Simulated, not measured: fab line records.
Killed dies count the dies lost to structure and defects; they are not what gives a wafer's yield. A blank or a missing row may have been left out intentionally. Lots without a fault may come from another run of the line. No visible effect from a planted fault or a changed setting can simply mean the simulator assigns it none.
Chamber matching :: flow n5-finfet :: 4 sister chambers for N5_BEOL_M5_STRIP_19 on rie-diel-04
The step strips in O2. 4 wafers are shown with their chamber, then 9 later ones without.

WAFERS WITH THEIR CHAMBER
wafer: L082.5
chamber: 3
drypump-motor-current-A (A): 5.4

wafer: L087.1
chamber: 2
drypump-motor-current-A (A): 5.8

wafer: L087.2
chamber: 1
drypump-motor-current-A (A): 5.0

wafer: L087.5
chamber: 0
drypump-motor-current-A (A): 5.6

WAFERS WHOSE CHAMBER IS MISSING
wafer: L092.1
drypump-motor-current-A (A): 5.6

wafer: L092.2
drypump-motor-current-A (A): 5.0

wafer: L092.5
drypump-motor-current-A (A): 5.7

wafer: L093.3
drypump-motor-current-A (A): 5.0

wafer: L093.4
drypump-motor-current-A (A): 5.7

wafer: L093.6
drypump-motor-current-A (A): 5.0

wafer: L096.2
drypump-motor-current-A (A): 5.7

wafer: L096.3
drypump-motor-current-A (A): 5.0

wafer: L096.4
drypump-motor-current-A (A): 5.6

EACH ONE'S CHAMBER
wafer: L092.1
from the rows above: 0
in truth: 0

wafer: L092.2
from the rows above: 1
in truth: 1

wafer: L092.5
from the rows above: can't be placed: 2 or 0
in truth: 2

wafer: L093.3
from the rows above: 1
in truth: 1

wafer: L093.4
from the rows above: can't be placed: 2 or 0
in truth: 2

wafer: L093.6
from the rows above: 1
in truth: 1

wafer: L096.2
from the rows above: can't be placed: 2 or 0
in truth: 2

wafer: L096.3
from the rows above: 1
in truth: 1

wafer: L096.4
from the rows above: 0
in truth: 0
6 of 9 placed correctly. From these rows, 3 cannot be placed; in 3 the true chamber is one of the candidates. 0 placed wrongly.
How it was worked out, from the rows above alone: a wafer's distance from a chamber is the root of the sum, over the readings, of the square of ((its reading less the chamber's mean) divided by the reading's scatter). The wafer belongs to the nearest chamber; if the next one is less than 2 further off, it can't be placed. A chamber's mean is the mean of its shown wafers. The scatter (one wafer shown for each chamber): square how far every hidden wafer sits from the nearest shown wafer, average those squares and take the square root.
